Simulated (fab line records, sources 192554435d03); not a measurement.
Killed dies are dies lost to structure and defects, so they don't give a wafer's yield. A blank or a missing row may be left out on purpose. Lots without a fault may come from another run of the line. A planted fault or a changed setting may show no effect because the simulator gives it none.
Problem report in the 8D (eight disciplines) form, filled by code | flow n5_finfet | the parts of the form that need people (team, actions taken, sign-off) are left out

1. THE PROBLEM
beam_energy_keV at N5_WELL_APT_IMPLANT_15 reads a mean of 31.405 on 6 wafers of 2 lots; wafers without a fault read 25.000 with a standard deviation of 0.0076. That is +99 or more standard deviations from the usual mean.
First seen on wafer L123.3, day 6 03:22, on implanter-02. The record holds 18 wafers of 6 lots with a number at this step. Rule for "out", or "out of limits": more than 4 standard deviations from the usual mean. The other wafers with a number count as sound.

2. WHAT IT IS AND WHAT IT IS NOT
question                    | is                     | is not
which readings at this step | beam_energy_keV        | -
which lots                  | L123, L126             | L107, L108, L109, L128
which wafers of those lots  | all that have a number | -
read on which tools         | implanter-02           | implanter-01
when                        | from day 6 03:22       | up to then (9 sound wafers); but 3 sound wafers of L128 came after

3. SUSPECTS, AND WHAT RULES EACH OUT
Counting: a tool at a process step up to the reading stays a suspect if it ran every lot that is out and no sound lot after the first of them.
- implanter-02 at N5_WELL_APT_IMPLANT_15: kept. It ran every lot that is out, first L123 (day 6 03:22), and no sound lot after that; its last sound lot up to then is L108 (day 2 07:59). Its own readings are out on those wafers: beam_energy_keV.
Left after counting: implanter-02 at N5_WELL_APT_IMPLANT_15.

4. THE CAUSE (what the simulator had put in)
Process parameter drift: implanter-02, from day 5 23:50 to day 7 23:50, at N5_WELL_APT_IMPLANT_15. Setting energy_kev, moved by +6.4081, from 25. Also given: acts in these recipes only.
Counting left only this tool.

5. THE CHAIN OF EFFECTS, in route order
Each row: a reading whose mean over the struck wafers that have a number lies more than 3 standard deviations from the usual. Only readings for which the record gives a usual standard deviation are gone through. hours: the time from each lot's start at the first step in this table that gives one to its start at this step, as a median over the lots. sigmas: the change in usual standard deviations.
hours | step                   | reading         | usual  | on struck wafers | change | sigmas
0     | N5_WELL_APT_IMPLANT_15 | beam_energy_keV | 25.000 | 31.405           | +6.405 | +99 or more
The process steps in it:
- N5_WELL_APT_IMPLANT_15
Later measuring or inspecting steps at which every struck wafer that the step has a row for has a number for every such reading, and none has moved that far: N5_BEOL_M4_RC_MEAS_101.

6. WHAT WOULD HAVE CAUGHT IT SOONER
In this record the first reading out of limits was taken at day 6 03:22, 4 hours after the fault began at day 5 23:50.
